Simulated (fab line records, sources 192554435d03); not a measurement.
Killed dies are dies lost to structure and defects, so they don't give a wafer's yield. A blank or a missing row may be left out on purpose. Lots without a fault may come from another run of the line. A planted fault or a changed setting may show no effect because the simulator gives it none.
fab line records | flow n5_finfet
record lots=11 wafers=31 last_day=18
route steps=1938 shown MOL_CONTACT_COAG@546 BEOL_M4@1111 PASSIVATION@1936
lots that met no fault: from a run of the same line without faults
start_h: hours from the record's first day to the start of the lot's first wafer shown | wait_h: hours since the lot's step before | " the same as in the row above | L1.1+2: a row that stands for several wafers | - no value, or no start given | * or withheld: withheld | < > ~ a bound
route shown NAME@n: a module of which the file shows steps, and the number in the route of the first | usual: mean/standard deviation of fault-free wafers | same: alike in all rows | chamber/n: place in a boat | sites: the reading at each site | _std_site: their standard deviation | _edge_site: outer sites' mean less inner sites' | radius_mm: how far each site lies from the wafer's centre | mask NAME#n: copy n | behind: the tool/chamber that last shaped the wafer | hold: why the lot was held/for how many hours/how that ended | device: the transistor (n, p or np) that didn't switch | end of line: the same wafers' tests at the end of the route | a step without rows: its recipe alone | killed: dies lost to structure and defects at the first sort, not the wafer's yield | map: a wafer's dies, x killed, . not, _ none there
set.NAME: the setting as run; set.NAME@STEP: as run at that earlier step | model.NAME: the simulator's own value behind a step, which no gauge read
steps of the route over a sample of lots; a table a step, a row a wafer
services: from which hour (start_h, from the record's first day; less than 0 if before it) a tool's chamber was out of use, for how many hours, and why
## steps
# step N5_MOL_CONTACT_COAG_PRE_CLEAN_141
# recipe gas=H2/He time_s=60 temp_c=300
# usual heater_power_w=459/47
# columns lot.wafer tool chamber start_h wait_h heater_power_w
L701.1 pvd_sputter-02 - 91.96 0.6 414
L701.2 " - " " 413
L701.3 " - " " 400
L702.1 pvd_sputter-01 - 96.21 1.3 449
L702.4 " - " " 476
L703.1 pvd_sputter-03 - 102.07 1.6 450
L703.4 " - " " 534
L703.6 " - " " 456
L704.2 pvd_sputter-01 - 107.31 0.5 542
L704.4 " - " " 491
L704.6 " - " " 532
L706.2 pvd_sputter-03 - 119.16 0.9 508
L706.3 " - " " 535
L706.6 " - " " 463
L707.1 pvd_sputter-02 - 126.29 0.5 419
L707.3 " - " " 483
L707.6 " - " " 393
L708.4 pvd_sputter-02 - 131.90 0.7 414
L708.5 " - " " 404
L718.1 pvd_sputter-02 - 195.16 0.2 413
L718.5 " - " " 415
L718.6 " - " " 407
L721.2 pvd_sputter-03 - 215.37 4.1 531
L721.4 " - " " 450
L721.6 " - " " 509
L722.3 pvd_sputter-02 - 223.21 1.5 485
L722.4 " - " " 409
L722.6 " - " " 408
L723.1 pvd_sputter-03 - 226.50 0.3 448
L723.5 " - " " 451
L723.6 " - " " 508
# step N5_MOL_CONTACT_COAG_SPUTTER_130
# recipe material=Co target_thk_a=475 temp_c=25 chamber_pressure_pa=0.5 power_w=3000
# usual throttle_valve_pct=30.3/0.88
# columns lot.wafer tool chamber start_h wait_h throttle_valve_pct
L701.1 pvd_sputter-03 - 94.41 0.0 29.9
L701.2 " - " " 30.9
L701.3 " - " " 30.2
L702.1 pvd_sputter-03 - 99.59 0.0 29.9
L702.4 " - " " 30.3
L703.1 pvd_sputter-03 - 105.79 0.0 29.8
L703.4 " - " " 30.2
L703.6 " - " " 30.5
L704.2 pvd_sputter-02 - 109.98 0.0 29.9
L704.4 " - " " 32.3
L704.6 " - " " 29.6
L706.2 pvd_sputter-03 - 125.13 0.0 30.3
L706.3 " - " " 30.3
L706.6 " - " " 29.6
L707.1 pvd_sputter-03 - 129.01 0.0 31.9
L707.3 " - " " 30.4
L707.6 " - " " 31.7
L708.4 pvd_sputter-02 - 135.28 0.0 32.2
L708.5 " - " " 29.9
L718.1 pvd_sputter-03 - 199.40 0.0 30.5
L718.5 " - " " 29.4
L718.6 " - " " 30.3
L721.2 pvd_sputter-01 - 217.89 0.0 29.8
L721.4 " - " " 28.4
L721.6 " - " " 30.2
L722.3 pvd_sputter-03 - 226.40 0.0 30.1
L722.4 " - " " 30.0
L722.6 " - " " 30.4
L723.1 pvd_sputter-03 - 229.20 0.0 30.3
L723.5 " - " " 30.2
L723.6 " - " " 31.6
# step N5_MOL_CONTACT_COAG_ALD_123
# recipe material=SiNx target_thk_a=50 temp_c=400 ald_precursor_family=SiH2I2 ald_co_reactant=N2/H2-plasma pulse_time_s=1 purge_time_s=2 co_reactant_purge_time_s=2 ald_cycles=100 pressure_torr=2
# usual heater_power_w=814/88 precursor_pulse_height_rel=1.002/0.02 susceptor_temp_C=400.00/0.23
# columns lot.wafer tool chamber start_h wait_h heater_power_w precursor_pulse_height_rel susceptor_temp_C
L701.1 ald_sin-04 3 97.81 0.5 875 1.007 399.96
L701.2 " 1 " " 1008 1.009 400.26
L701.3 " 0 " " 726 1.031 399.82
L702.1 ald_sin-02 1 102.63 0.2 779 1.007 399.98
L702.4 " 2 " " 790 1.035 399.91
L703.1 ald_sin-04 3 111.36 2.7 854 1.007 399.76
L703.4 " 2 " " 802 1.033 400.11
L703.6 " 0 " " 726 0.998 400.29
L704.2 ald_sin-02 3 113.99 0.0 762 1.011 400.06
L704.4 " 1 " " 806 1.001 400.32
L704.6 " 2 " " 805 1.003 400.01
L706.2 ald_sin-03 2 128.17 0.2 862 1.047 400.10
L706.3 " 0 " " 942 1.008 399.68
L706.6 " 1 " " 674 0.995 400.26
L707.1 ald_sin-03 0 131.92 0.0 949 1.006 400.40
L707.3 " 1 " " 657 0.993 400.04
L707.6 " 3 " " 909 1.010 399.47
L708.4 ald_sin-03 3 138.45 0.3 900 1.012 400.11
L708.5 " 2 " " 854 1.002 399.83
L718.1 ald_sin-03 0 202.30 0.0 897 0.966 399.91
L718.5 " 1 " " 697 1.019 409.06
L718.6 " 2 " " 877 1.034 399.57
L721.2 ald_sin-02 2 223.40 0.6 808 1.006 400.03
L721.4 " 1 " " 819 0.984 399.70
L721.6 " 3 " " 766 1.003 400.01
L722.3 ald_sin-02 0 229.31 0.0 773 1.011 400.08
L722.4 " 3 " " 767 0.977 400.07
L722.6 " 2 " " 782 1.022 399.86
L723.1 ald_sin-04 2 232.10 0.0 794 0.974 399.64
L723.5 " 1 " " 1001 1.018 399.82
L723.6 " 2 " " 753 0.991 399.53
# step N5_MOL_CONTACT_COAG_OVL_MEAS_85
# recipe points_per_wafer=522
# usual VG_OVL=0.2/0.72
# columns lot.wafer tool chamber start_h wait_h VG_OVL[nm]
L701.1 overlay-02 0 98.69 0.0 1.4
L701.2 " 0 " " 0.5
L701.3 " 0 " " 0.6
L702.1 overlay-01 0 103.50 0.0 -0.2
L702.4 " 0 " " 0.0
L703.1 overlay-01 0 112.23 0.0 -1.0
L703.4 " 0 " " -1.1
L703.6 " 0 " " -1.4
L704.2 overlay-01 0 114.88 0.0 1.7
L704.4 " 0 " " 2.4
L704.6 " 0 " " 1.7
L706.2 overlay-01 0 129.17 0.0 0.5
L706.3 " 0 " " 0.9
L706.6 " 0 " " 2.2
L707.1 overlay-02 0 132.80 0.0 0.6
L707.3 " 0 " " -0.2
L707.6 " 0 " " -0.9
L708.4 overlay-02 0 139.22 0.0 0.3
L708.5 " 0 " " 1.0
L718.1 overlay-01 0 203.17 0.0 0.1
L718.5 " 0 " " -0.9
L718.6 " 0 " " 0.5
L721.2 overlay-02 0 224.42 0.0 -0.1
L721.4 " 0 " " 0.7
L721.6 " 0 " " 0.7
L722.3 overlay-02 0 230.31 0.0 0.9
L722.4 " 0 " " -0.1
L722.6 " 0 " " 0.2
L723.1 overlay-02 0 233.10 0.0 0.0
L723.5 " 0 " " -1.0
L723.6 " 0 " " 0.3
# step N5_BEOL_M4_RC_MEAS_101
# usual DIBL_N=36.6/2.3 DIBL_P=36.3/2.8 IOFF_N=0.17/0.047 IOFF_P=0.22/0.048 ION_N=676/14 ION_P=463/9.4 SS_N=71.6/0.84 SS_P=73.4/0.85 VT_N=249/3.7 VT_P=-249/3.6
# columns lot.wafer tool chamber start_h wait_h DIBL_N[mV/V] DIBL_P[mV/V] IOFF_N[nA/um] IOFF_P[nA/um] ION_N[uA/um] ION_P[uA/um] SS_N[mV/dec] SS_P[mV/dec] VT_N[mV] VT_P[mV]
L701.1 prober-02 0 167.15 0.0 35.1 32.6 0.15 0.18 667 461 72.0 73.0 249 -249
L701.2 " 0 " " 34.6 33.7 0.13 0.18 679 470 70.9 71.8 253 -249
L701.3 " 0 " " 37.2 37.4 0.18 0.24 674 467 71.3 73.8 248 -248
L703.1 prober-02 0 172.33 0.0 39.8 40.1 0.27 0.34 711 485 72.3 74.3 239 -244
L703.4 " 0 " " 37.6 37.1 0.19 0.26 672 471 71.8 73.2 248 -245
L703.6 " 0 " " 38.7 38.1 0.21 0.27 676 470 71.5 73.4 245 -247
L702.1 prober-01 0 179.42 0.0 36.9 36.2 0.16 0.22 660 461 71.9 73.2 249 -249
L702.4 " 0 " " 35.2 33.8 0.14 0.19 671 462 71.6 72.3 254 -254
L704.2 prober-01 0 183.49 0.2 40.4 40.0 0.26 0.29 687 462 72.7 74.0 244 -246
L704.4 " 0 " " 39.9 40.6 0.26 0.30 703 478 72.6 74.3 241 -244
L704.6 " 0 " " 40.9 40.4 0.29 0.29 703 477 72.7 73.8 242 -245
L706.2 prober-02 0 196.44 0.2 36.7 35.6 0.17 0.20 669 450 71.4 73.6 249 -253
L706.3 " 0 " " 36.6 36.1 0.17 0.21 667 458 71.7 72.8 250 -249
L706.6 " 0 " " 37.7 37.9 0.21 0.23 677 460 72.2 74.1 247 -251
L707.1 prober-02 0 204.35 0.0 34.6 32.4 0.12 0.14 672 458 71.3 72.5 255 -256
L707.3 " 0 " " 39.8 40.0 0.20 0.24 696 465 72.4 74.5 250 -250
L707.6 " 0 " " 39.2 39.3 0.18 0.23 694 469 72.4 74.1 248 -251
L708.4 prober-01 0 206.33 0.5 34.9 34.5 0.15 0.22 683 473 70.9 72.8 246 -246
L708.5 " 0 " " 33.2 32.8 0.12 0.19 672 470 70.8 72.7 253 -249
L718.1 prober-02 0 265.61 0.0 39.0 40.8 0.24 0.32 689 475 72.3 74.6 241 -241
L718.5 " 0 " " 37.3 36.9 0.20 0.24 683 471 72.7 74.1 247 -248
L718.6 " 0 " " 42.6 43.4 0.35 0.38 688 469 73.6 75.7 239 -240
L722.3 prober-02 0 291.28 0.3 36.4 35.4 0.16 0.19 668 458 71.6 72.9 250 -252
L722.4 " 0 " " 34.7 33.0 0.13 0.17 688 471 71.2 72.6 250 -251
L722.6 " 0 " " 36.7 35.2 0.16 0.20 681 469 71.7 73.6 252 -248
L721.2 prober-02 0 295.01 0.2 35.8 32.8 0.16 0.16 665 450 71.0 72.8 249 -256
L721.4 " 0 " " 35.3 35.1 0.15 0.19 659 446 71.2 72.9 247 -252
L721.6 " 0 " " 33.0 32.1 0.12 0.16 671 462 71.2 71.8 252 -254
L723.1 prober-01 0 309.81 0.0 40.5 41.1 0.25 0.29 671 459 72.9 75.4 244 -249
L723.5 " 0 " " 39.5 40.5 0.24 0.27 674 458 72.5 74.9 243 -250
L723.6 " 0 " " 38.0 36.5 0.18 0.21 674 455 72.3 74.3 248 -253
# step N5_PASSIVATION_PROBE_49
# usual defect_limited_yield=91.5/1.5 killed_at_M0_to_M3=33/9.9 killed_at_M4_up=14/5.2 killed_at_contacts=11/5.2 killed_at_front_end=38/10 killed_at_other=4/3.5 killed_dies=100/18 killed_open=66/14 killed_short=32/6.9 sort_bin_4_leakage=0.00/0.027 sort_bin_5_function=5.0/1 sort_bin_6_memory=3.1/0.69 sort_n_pass=1080/18 sort_yield_pct=91.5/1.5
# same gross_dies=1180 killed_at_back_side=0 sort_bin_8_speed[%]=0
# columns lot.wafer tool chamber start_h wait_h defect_limited_yield[%] killed_at_M0_to_M3 killed_at_M4_up killed_at_contacts killed_at_front_end killed_at_other killed_dies killed_open killed_short sort_bin_4_leakage[%] sort_bin_5_function[%] sort_bin_6_memory[%] sort_n_pass sort_yield_pct[%]
L701.1 prober-02 - 272.83 0.0 89.2 46 14 13 46 8 127 84 37 0 6.2 3.8 1053 89.2
L701.2 prober-02 - 272.88 0.1 89.9 20 34 17 44 4 119 89 29 0 5.9 3.8 1061 89.9
L701.3 prober-02 - 272.93 0.1 91.1 42 7 10 40 6 105 72 33 0 6.1 2.6 1075 91.1
L703.1 prober-01 - 276.72 0.0 93.6 17 13 2 38 5 75 43 31 0 3.5 2.7 1105 93.6
L703.4 prober-01 - 276.87 0.2 94.3 20 8 3 31 5 67 40 27 0 3.6 1.9 1113 94.3
L703.6 prober-01 - 276.97 0.3 91.9 26 18 12 37 2 95 65 30 0 5.0 2.7 1085 91.9
L702.1 prober-02 - 287.44 0.0 89.7 48 19 9 30 15 121 84 36 0 6.1 4.1 1059 89.7
L702.4 prober-02 - 287.59 0.2 91.0 32 19 10 38 7 106 71 35 0 4.8 4.0 1074 91.0
L704.2 prober-01 - 292.70 0.1 93.4 35 8 13 18 4 78 51 26 0 4.2 2.2 1102 93.4
L704.4 prober-01 - 292.80 0.2 93.5 19 15 11 28 4 77 54 22 0 3.9 2.5 1103 93.5
L704.6 prober-01 - 292.90 0.3 89.7 38 5 17 59 2 121 73 47 0 5.9 3.8 1059 89.7
L706.2 prober-01 - 324.03 0.1 92.4 28 15 13 25 9 90 61 28 0 4.2 3.1 1090 92.4
L706.3 prober-01 - 324.08 0.1 93.1 14 12 14 30 11 81 49 28 0 4.9 1.7 1099 93.1
L706.6 prober-01 - 324.23 0.3 92.5 22 14 10 30 12 88 55 27 0 4.6 2.9 1092 92.5
L708.4 prober-02 - 324.38 0.2 90.8 30 13 5 52 8 108 67 34 0 5.3 2.8 1072 90.8
L708.5 prober-02 - 324.43 0.2 89.7 36 15 6 52 12 121 87 22 0 6.0 3.6 1059 89.7
L707.1 prober-02 - 333.61 0.1 93.1 25 11 8 37 1 82 51 31 0 3.6 2.9 1098 93.1
L707.3 prober-02 - 333.71 0.2 91.3 31 15 12 44 1 103 68 29 0 5.1 2.9 1077 91.3
L707.6 prober-02 - 333.86 0.4 91.4 50 16 3 32 1 102 59 37 0 5.1 2.9 1078 91.4
L722.3 prober-02 - 395.30 0.1 91.9 43 10 5 35 2 95 74 20 0 5.1 2.7 1085 91.9
L722.4 prober-02 - 395.35 0.2 91.7 45 20 11 22 0 98 63 33 0 4.7 3.4 1082 91.7
L722.6 prober-02 - 395.45 0.3 88.8 47 35 17 31 2 132 96 34 0 6.6 4.6 1048 88.8
L721.2 prober-01 - 404.13 0.1 90.2 48 12 4 44 8 116 79 31 0 4.8 4.2 1064 90.2
L721.4 prober-01 - 404.23 0.2 87.2 56 15 11 54 15 151 97 45 0 7.5 5.0 1029 87.2
L721.6 prober-01 - 404.33 0.3 90.8 45 13 6 41 4 109 66 33 0 4.8 3.1 1071 90.8
L718.1 prober-02 - 404.83 0.0 93.7 29 9 7 29 0 74 44 26 0 3.8 2.3 1106 93.7
L718.5 prober-02 - 405.03 0.2 91.9 32 19 8 34 3 96 63 31 0 4.6 2.8 1084 91.9
L718.6 prober-02 - 405.08 0.3 90.5 43 15 10 43 1 112 60 40 1.44 5.2 3.4 1051 89.1
L723.1 prober-01 - 421.61 0.0 92.8 40 13 12 19 1 85 57 24 0 4.4 2.5 1095 92.8
L723.5 prober-01 - 421.81 0.2 90.2 39 11 17 48 1 116 85 30 0 6.4 3.1 1064 90.2
L723.6 prober-01 - 421.86 0.3 91.9 27 10 15 42 2 96 68 27 0 5.5 2.5 1084 91.9
# killed by level:class
L701.1 FIN_SAQP:geometric_particle:open=11 BEOL_M0_SAQP:geometric_particle:short=11 MOL_CONTACT_COAG:geometric_particle:open=11 BEOL_M1:geometric_particle:open=10 BEOL_M4:geometric_particle:open=9 FIN_SAQP:geometric_particle:short=8 BEOL_M3:geometric_particle:open=8 STI_FIN_REVEAL:geometric_particle:open=7
L701.2 BEOL_M4:geometric_particle:open=23 STI_FIN_REVEAL:geometric_particle:open=21 MOL_CONTACT_COAG:geometric_particle:open=14 BEOL_M3:geometric_particle:open=7 FIN_SAQP:geometric_particle:open=6 BEOL_M4:geometric_particle:short=5 STARTING-WAFER:geometric_particle:short=5 FIN_SAQP:geometric_particle:short=4
L701.3 BEOL_M3:geometric_particle:open=15 STI_FIN_REVEAL:geometric_particle:open=14 MOL_CONTACT_COAG:geometric_particle:open=10 BEOL_M0_SAQP:geometric_particle:short=9 GATE_CUT:geometric_particle:short=7 BEOL_M0_SAQP:geometric_particle:open=6 STI_FIN_REVEAL:geometric_particle:short=5 BEOL_M2:geometric_particle:open=5
L703.1 FIN_SAQP:geometric_particle:short=10 FIN_SAQP:geometric_particle:open=7 STI_FIN_REVEAL:geometric_particle:open=6 BEOL_M0_SAQP:geometric_particle:open=6 BEOL_M5:geometric_particle:open=5 DUMMY_GATE:geometric_particle:open=4 BEOL_M2:geometric_particle:short=4 BEOL_M4:geometric_particle:open=4
L703.4 FIN_SAQP:geometric_particle:open=8 FIN_SAQP:geometric_particle:short=6 STI_FIN_REVEAL:geometric_particle:open=4 BEOL_M0_SAQP:geometric_particle:open=4 BEOL_M0_SAQP:geometric_particle:short=3 BEOL_M1:geometric_particle:open=3 BEOL_M3:geometric_particle:open=3 MIM_TOP_ETCH:geometric_particle:short=3
L703.6 FIN_SAQP:geometric_particle:short=11 BEOL_M3:geometric_particle:open=11 MOL_CONTACT_COAG:geometric_particle:open=10 FIN_SAQP:geometric_particle:open=8 BEOL_M4:geometric_particle:open=8 STARTING-WAFER:geometric_particle:open=6 BEOL_M0_SAQP:geometric_particle:open=4 STARTING-WAFER:geometric_particle:short=4
L702.1 BEOL_M0_SAQP:geometric_particle:open=11 STI_FIN_REVEAL:geometric_particle:open=10 BEOL_M2:geometric_particle:open=10 FIN_SAQP:geometric_particle:open=9 BEOL_M4:geometric_particle:open=9 MOL_CONTACT_COAG:geometric_particle:open=8 BEOL_M0_SAQP:geometric_particle:short=6 BEOL_M1:geometric_particle:open=6
L702.4 FIN_SAQP:geometric_particle:short=11 FIN_SAQP:geometric_particle:open=8 MOL_CONTACT_COAG:geometric_particle:open=8 BEOL_M0_SAQP:geometric_particle:open=6 STI_FIN_REVEAL:geometric_particle:open=6 BEOL_M0_SAQP:geometric_particle:short=6 BEOL_M4:geometric_particle:open=6 BEOL_M5:geometric_particle:open=5
L704.2 MOL_CONTACT_COAG:geometric_particle:open=11 BEOL_M2:geometric_particle:open=10 BEOL_M0_SAQP:geometric_particle:open=8 BEOL_M0_SAQP:geometric_particle:short=7 STI_FIN_REVEAL:geometric_particle:open=5 BEOL_M4:geometric_particle:open=4 BEOL_M2:geometric_particle:short=3 FIN_SAQP:geometric_particle:short=3
L704.4 MOL_CONTACT_COAG:geometric_particle:open=8 BEOL_M0_SAQP:geometric_particle:open=6 FIN_SAQP:geometric_particle:short=4 FIN_SAQP:geometric_particle:open=4 STI_FIN_REVEAL:geometric_particle:open=4 GATE_CUT:geometric_particle:open=4 BEOL_M2:geometric_particle:open=4 BEOL_M7:geometric_particle:open=4
L704.6 STI_FIN_REVEAL:geometric_particle:open=19 MOL_CONTACT_COAG:geometric_particle:open=16 BEOL_M0_SAQP:geometric_particle:short=16 BEOL_M0_SAQP:geometric_particle:open=12 FIN_SAQP:geometric_particle:short=10 FIN_SAQP:geometric_particle:open=8 GATE_CUT:geometric_particle:short=6 GATE_CUT:geometric_particle:open=4
L706.2 MOL_CONTACT_COAG:geometric_particle:open=11 BEOL_M1:geometric_particle:open=9 STI_FIN_REVEAL:geometric_particle:open=6 MIM_TOP_ETCH:geometric_particle:short=6 BEOL_M0_SAQP:geometric_particle:open=4 BEOL_M2:geometric_particle:open=4 BEOL_M4:geometric_particle:open=4 STARTING-WAFER:geometric_particle:short=4
L706.3 MOL_CONTACT_COAG:geometric_particle:open=11 BEOL_M0_SAQP:geometric_particle:short=6 DUMMY_GATE:geometric_particle:open=5 GATE_CUT:geometric_particle:short=5 BEOL_M4:geometric_particle:open=5 STARTING-WAFER:geometric_particle:open=4 PASSIVATION:area_etch=4 FIN_SAQP:geometric_particle:open=3
L706.6 FIN_SAQP:geometric_particle:open=9 MOL_CONTACT_COAG:geometric_particle:open=9 BEOL_M0_SAQP:geometric_particle:open=7 BEOL_M0_SAQP:geometric_particle:short=4 BEOL_M2:geometric_particle:open=4 BEOL_M4:geometric_particle:open=4 MIM_TOP_ETCH:geometric_particle:open=4 PASSIVATION:area_etch=4
L708.4 BEOL_M3:geometric_particle:open=10 DUMMY_GATE:geometric_particle:open=9 FIN_SAQP:geometric_particle:short=8 BEOL_M0_SAQP:geometric_particle:short=7 HKMG_FIN:area_etch=7 FIN_SAQP:geometric_particle:open=6 MOL_CONTACT_COAG:geometric_particle:open=5 BEOL_M0_SAQP:geometric_particle:open=5
L708.5 FIN_SAQP:geometric_particle:open=18 BEOL_M3:geometric_particle:open=16 STI_FIN_REVEAL:geometric_particle:open=9 PASSIVATION:area_etch=7 FIN_SAQP:geometric_particle:short=6 BEOL_M0_SAQP:geometric_particle:open=6 BEOL_M1:geometric_particle:open=6 MOL_CONTACT_COAG:geometric_particle:open=5
L707.1 FIN_SAQP:geometric_particle:open=9 BEOL_M0_SAQP:geometric_particle:short=7 FIN_SAQP:geometric_particle:short=6 MOL_CONTACT_COAG:geometric_particle:open=6 BEOL_M0_SAQP:geometric_particle:open=6 BEOL_M3:geometric_particle:open=6 GATE_CUT:geometric_particle:short=5 STI_FIN_REVEAL:geometric_particle:open=4
L707.3 FIN_SAQP:geometric_particle:open=14 MOL_CONTACT_COAG:geometric_particle:open=12 BEOL_M4:geometric_particle:open=12 BEOL_M0_SAQP:geometric_particle:short=9 FIN_SAQP:geometric_particle:short=7 DUMMY_GATE:geometric_particle:open=6 BEOL_M0_SAQP:geometric_particle:open=6 HKMG_FIN:area_etch=6
L707.6 BEOL_M0_SAQP:geometric_particle:open=26 BEOL_M0_SAQP:geometric_particle:short=22 FIN_SAQP:geometric_particle:open=9 BEOL_M4:geometric_particle:open=7 HKMG_FIN:area_etch=6 FIN_SAQP:geometric_particle:short=5 STI_FIN_REVEAL:geometric_particle:open=4 ILD0:geometric_particle:short=3
L722.3 BEOL_M0_SAQP:geometric_particle:open=9 BEOL_M2:geometric_particle:open=9 STI_FIN_REVEAL:geometric_particle:open=6 BEOL_M0_SAQP:geometric_particle:short=6 BEOL_M1:geometric_particle:open=6 FIN_SAQP:geometric_particle:open=5 DUMMY_GATE:geometric_particle:open=5 GATE_CUT:geometric_particle:short=5
L722.4 BEOL_M0_SAQP:geometric_particle:open=14 BEOL_M4:geometric_particle:open=11 BEOL_M0_SAQP:geometric_particle:short=10 MOL_CONTACT_COAG:geometric_particle:open=8 BEOL_M1:geometric_particle:open=7 STI_FIN_REVEAL:geometric_particle:open=6 GATE_CUT:geometric_particle:short=4 FIN_SAQP:geometric_particle:short=4
L722.6 BEOL_M4:geometric_particle:open=18 MOL_CONTACT_COAG:geometric_particle:open=16 BEOL_M1:geometric_particle:open=12 FIN_SAQP:geometric_particle:open=10 BEOL_M0_SAQP:geometric_particle:short=10 BEOL_M0_SAQP:geometric_particle:open=8 BEOL_M2:geometric_particle:open=5 STI_FIN_REVEAL:geometric_particle:open=4
L721.2 BEOL_M0_SAQP:geometric_particle:open=14 BEOL_M0_SAQP:geometric_particle:short=10 BEOL_M3:geometric_particle:open=10 STI_FIN_REVEAL:geometric_particle:open=9 DUMMY_GATE:geometric_particle:open=8 HKMG_FIN:area_etch=6 BEOL_M2:geometric_particle:open=5 FIN_SAQP:geometric_particle:open=4
L721.4 BEOL_M0_SAQP:geometric_particle:short=15 STI_FIN_REVEAL:geometric_particle:open=14 BEOL_M0_SAQP:geometric_particle:open=14 FIN_SAQP:geometric_particle:open=12 BEOL_M3:geometric_particle:open=11 MOL_CONTACT_COAG:geometric_particle:open=10 PASSIVATION:area_etch=9 BEOL_M2:geometric_particle:open=8
L721.6 BEOL_M0_SAQP:geometric_particle:open=16 BEOL_M3:geometric_particle:open=10 BEOL_M0_SAQP:geometric_particle:short=10 BEOL_M4:geometric_particle:open=7 HKMG_FIN:area_etch=7 FIN_SAQP:geometric_particle:open=6 STI_FIN_REVEAL:geometric_particle:open=5 STARTING-WAFER:geometric_particle:short=5
L718.1 BEOL_M0_SAQP:geometric_particle:short=9 STI_FIN_REVEAL:geometric_particle:open=8 MOL_CONTACT_COAG:geometric_particle:open=6 BEOL_M0_SAQP:geometric_particle:open=6 FIN_SAQP:geometric_particle:open=5 BEOL_M2:geometric_particle:open=5 STI_FIN_REVEAL:geometric_particle:short=4 BEOL_M0:geometric_particle:open=4
L718.5 STI_FIN_REVEAL:geometric_particle:open=12 BEOL_M2:geometric_particle:open=11 BEOL_M4:geometric_particle:open=8 BEOL_M0_SAQP:geometric_particle:short=7 FIN_SAQP:geometric_particle:short=5 DUMMY_GATE:geometric_particle:open=5 MOL_CONTACT_COAG:geometric_particle:open=5 GATE_CUT:geometric_particle:short=4
L718.6 BEOL_M0_SAQP:geometric_particle:short=13 FIN_SAQP:geometric_particle:open=11 STI_FIN_REVEAL:geometric_particle:open=11 HKMG_FIN:area_etch=10 BEOL_M2:geometric_particle:short=9 MOL_CONTACT_COAG:geometric_particle:open=8 BEOL_M0_SAQP:geometric_particle:open=7 BEOL_M2:geometric_particle:open=7
L723.1 MOL_CONTACT_COAG:geometric_particle:open=10 BEOL_M1:geometric_particle:open=10 BEOL_M3:geometric_particle:open=8 BEOL_M3:geometric_particle:short=8 FIN_SAQP:geometric_particle:short=6 BEOL_M0_SAQP:geometric_particle:open=6 FIN_SAQP:geometric_particle:open=5 BEOL_M0_SAQP:geometric_particle:short=4
L723.5 FIN_SAQP:geometric_particle:open=18 STI_FIN_REVEAL:geometric_particle:open=13 MOL_CONTACT_COAG:geometric_particle:open=13 BEOL_M3:geometric_particle:open=8 BEOL_M2:geometric_particle:open=8 BEOL_M0_SAQP:geometric_particle:open=7 BEOL_M0_SAQP:geometric_particle:short=6 FIN_SAQP:geometric_particle:short=4
L723.6 MOL_CONTACT_COAG:geometric_particle:open=12 BEOL_M3:geometric_particle:open=12 DUMMY_GATE:geometric_particle:open=8 FIN_SAQP:geometric_particle:open=7 BEOL_M0_SAQP:geometric_particle:short=7 GATE_CUT:geometric_particle:short=6 FIN_SAQP:geometric_particle:short=5 BEOL_M0_SAQP:geometric_particle:open=5
## services
# columns tool chamber start_h hours kind
ald_sin-03 0 78.90 2.7 repair
ald_sin-04 2 88.36 10.2 repair
pvd_sputter-01 - 90.43 3.6 repair
pvd_sputter-01 - 96.44 9.7 repair
ald_sin-04 1 99.13 18.3 repair
ald_sin-02 - 107.27 6.0 pm
ald_sin-03 0 136.85 2.9 repair
ald_sin-03 1 174.75 4.0 repair
ald_sin-03 - 178.04 14.0 pm
ald_sin-03 0 178.04 14.0 vent_cycle
ald_sin-03 2 178.04 14.0 vent_cycle
ald_sin-03 3 178.04 14.0 vent_cycle
ald_sin-03 0 192.04 - clean
ald_sin-03 1 192.04 - clean
ald_sin-03 2 192.04 - clean
ald_sin-03 3 192.04 - clean
ald_sin-04 - 212.48 14.6 pm
## key
first_sign step=N5_MOL_CONTACT_COAG_ALD_123 reading=susceptor_temp_C direction=up sigmas=40 usual=* struck=*
effect none on later readings
met_at N5_MOL_CONTACT_COAG_ALD_123
struck_lots L718
struck_wafers L718.5
baseline_loss step=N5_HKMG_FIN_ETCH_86 wafers=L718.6
not_acting_at N5_MOL_CONTACT_COAG_PRE_CLEAN_141,N5_MOL_CONTACT_COAG_SPUTTER_130,N5_MOL_CONTACT_COAG_OVL_MEAS_85
onset_between 131.92 202.30
fault kind=process_parameter_drift tool=ald_sin-03 chamber=1 onset_h=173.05 steps=N5_MOL_CONTACT_COAG_ALD_123 channel=temp_c offset=* shape=step end_h=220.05 acts_in=* stated=*
# baseline_loss: these wafers lose ten dies or more at that step, a loss of the line's own and not of a fault; the sort's usual values leave them out
